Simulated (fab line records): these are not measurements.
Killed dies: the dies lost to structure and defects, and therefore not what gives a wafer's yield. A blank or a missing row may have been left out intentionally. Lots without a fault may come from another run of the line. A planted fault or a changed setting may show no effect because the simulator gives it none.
Comparing a struck lot with a sound one -- flow n5Finfet -- 38 out of 1938 route steps
Sound: these wafers, L217.3, L217.4, L217.5. Struck: wafer L226.3 (left out: L226.2, a lot-mate that was not struck); the cause follows at the end.
Per side, at each step with rows, come the tool, then ch with its chambers, and then its first start. Under that, the readings that differ: sound wafers -- struck wafers -- difference of the means -- sigmas: that difference in standard deviations of wafers without a fault.
alike: readings whose means differ by less than 2 such deviations, and words and numbers that are the same on both sides. not compared: withheld readings, readings that some wafer has no value for, bounds like >300 that may hide the same value, and numbers for which the record gives no deviation and whose values overlap.
The two part at a step that has a row with sigmas, a row that says differs or no value, or rows on one side only. Numbers that have no deviation but don't overlap get no sigmas and don't part them. A reading missing from all wafers of one side parts the sides only when that side holds two or more wafers.

first, 9 steps without rows for these wafers: N5_GATE_CUT_COAT_07 (resist thk 30 nm); N5_GATE_CUT_EBR_09; N5_GATE_CUT_SOFTBAKE_08 (time 60 s); N5_GATE_CUT_EXPOSE_10 (exposes mask GATE CUT, target cd 20 nm); N5_GATE_CUT_PEB_11 (peb time 60 s); N5_GATE_CUT_DEVELOP_12 (develop time 30 s); N5_GATE_CUT_DESCUM_18 (chemistry O2, time 7 s); N5_GATE_CUT_ETCH_28 (etches underlayer in N2/H2, target depth 13 nm, time 10.4 s); N5_GATE_CUT_ETCH_36 (etches SiARC in CF4, target depth 13 nm, time 21.7 s).
N5_GATE_CUT_ETCH_37: etches SOC in N2/H2, target depth 60 nm, overetch 12 nm, time 90 s.
  sound on rieDiel-01 ch 2,3, day 6 13:52; struck on rieDiel-01 ch 3, day 8 18:17
reading,sound,struck,difference,sigmas
model.etch.depthNm (nm),59.51 59.83 59.89,45.59,-14.15,
model.SiARC_of_GATE_CUT_COAT_35.thkNm (nm),6 6 6,7.4,+1.4,
model.GATE_CUT.cdNm (nm),19.8 19.8 19.6,19.4,-0.3,
  alike: drypumpMotorCurrentA, oesProductAu, rfFwdPowerW, rfVppV, showerheadPlenumPTorr, throttleValvePct
  not compared: rfHoursCounterH
then, 5 steps without rows for these wafers: N5_GATE_CUT_STRIP_38 (strips in N2/H2); N5_GATE_CUT_STRIP_39 (strips in N2/H2); N5_GATE_CUT_HM_OPEN_40 (chemistry C4F6/O2, target SiO2, target depth 139 nm, time 85.1 s); N5_GATE_CUT_STRIP_41 (strips in CF4); N5_GATE_CUT_STRIP_42 (strips in O2).
N5_GATE_CUT_ETCH_19: etches SiNx in CH3F/O2, target depth 53.7 nm, time 76.7 s.
  sound on rieDiel-01 ch 2,3, day 6 14:04; struck on rieDiel-01 ch 3, day 8 18:29
reading,sound,struck,difference,sigmas
etchRfOnTimeS (s),75.9 77.7 77.8,191.8,+114.7,+99 or more
oesProductAu (a.u.),0.67 0.62 0.61,0.29,-0.34,-6
  alike: drypumpMotorCurrentA, oes_ar_750_au, rfVppV, showerheadPlenumPTorr, throttleValvePct
  not compared: rfFwdPowerW, rfHoursCounterH
N5_GATE_CUT_CUT_ETCH_53: etches W in SF6/Cl2, target depth 79.2 nm.
  sound on rieMetal-03 ch 0,1, day 6 14:11; struck on rieMetal-02 ch 0, day 8 18:35
reading,sound,struck,difference,sigmas
etchRfOnTimeS (s),25.8 26.3 26.1,34.3,+8.2,+23
oesProductAu (a.u.),0.76 0.84 0.75,0.26,-0.52,-6
throttleValvePct (%),28.90 28.77 28.90,27.41,-1.45,-5
  alike: drypumpMotorCurrentA, rfFwdPowerW
  not compared: rfHoursCounterH
N5_GATE_CUT_CUT_ETCH_54: etches TiN in Cl2/BCl3, target depth 96.7 nm.
  sound on rieMetal-03 ch 0,1, day 6 14:15; struck on rieMetal-02 ch 0, day 8 18:39
reading,sound,struck,difference,sigmas
etchRfOnTimeS (s),36.1 37.1 35.9,47.9,+11.5,+21
oesProductAu (a.u.),0.76 0.83 0.76,0.26,-0.52,-6
  alike: drypumpMotorCurrentA, oes_ar_750_au, rfFwdPowerW, throttleValvePct
  not compared: rfHoursCounterH
N5_GATE_CUT_CUT_ETCH_55: etches HfO2 in BCl3, target depth 3.2 nm.
  sound on rieMetal-03 ch 0,1, day 6 14:18; struck on rieMetal-02 ch 0, day 8 18:43
reading,sound,struck,difference,sigmas
oesProductAu (a.u.),0.84 0.93 0.84,0.27,-0.60,-6
  alike: drypumpMotorCurrentA, rfFwdPowerW, throttleValvePct
  not compared: rfHoursCounterH
N5_GATE_CUT_ETCH_47: etches SiO2 in Cl2/BCl3, target depth 10 nm.
  sound on rieMetal-03 ch 0,1, day 6 14:20; struck on rieMetal-02 ch 0, day 8 18:44
reading,sound,struck,difference,sigmas
model.GATE_CUT.cdNm (nm),20 20 19.6,19.2,-0.7,
  alike: drypumpMotorCurrentA, oes_ar_750_au, oesProductAu, rfFwdPowerW, throttleValvePct
  not compared: rfHoursCounterH
then, 16 steps without rows for these wafers: N5_GATE_CUT_VAPOR_ETCH_48 (etches TiN in BCl3/Cl2); N5_GATE_CUT_VAPOR_ETCH_49 (etches TiAlC in BCl3/Cl2); N5_GATE_CUT_VAPOR_ETCH_51 (etches HfO2 in BCl3/Cl2); N5_GATE_CUT_STRIP_21 (strips in N2/H2, time 30 s); N5_GATE_CUT_STRIP_29 (strips in post etch residue remover, time 60 s); N5_GATE_CUT_SRD_52 (time 30 s); N5_GATE_CUT_ALD_22 (deposits SiNx, target thk 16 nm, pulse time 1 s, ald cycles 320); N5_GATE_CUT_CMP_23 (polishes, stops on SiO2, t overpolish 23.4 s, target thk 16 nm); N5_GATE_CUT_CMP_43 (polishes SiO2); N5_GATE_CUT_CMP_61 (polishes, stops on SiNx, t overpolish 3 s); N5_MOL_CONTACT_COAG_COAT_103 (time 60 s, resist thk 80 nm); N5_MOL_CONTACT_COAG_COAT_104 (time 60 s, resist thk 12 nm); N5_MOL_CONTACT_COAG_COAT_58 (time 60 s, resist thk 10 nm); N5_MOL_CONTACT_COAG_COAT_02 (resist thk 30 nm); N5_MOL_CONTACT_COAG_EBR_04; N5_MOL_CONTACT_COAG_SOFTBAKE_03 (time 60 s).
N5_BEOL_M4_RC_MEAS_101:
  the record has rows for the sound wafers here (prober-01 ch 0, day 10 22:42) and none for the struck ones
-- the record jumps here: 9 days lie between the struck wafers' starts before and after (it left off in module BEOL_M4 and takes up again in module PASSIVATION, whose first step shown is number 1936 of the route) --
N5_PASSIVATION_PROBE_49:
  the record has rows for the struck wafers here (prober-02, day 18 01:34) and none for the sound ones

== WHERE THEY PART ==
Earliest at N5_GATE_CUT_ETCH_19; latest, in this record, at N5_PASSIVATION_PROBE_49.

WHY: whatever the simulator had introduced
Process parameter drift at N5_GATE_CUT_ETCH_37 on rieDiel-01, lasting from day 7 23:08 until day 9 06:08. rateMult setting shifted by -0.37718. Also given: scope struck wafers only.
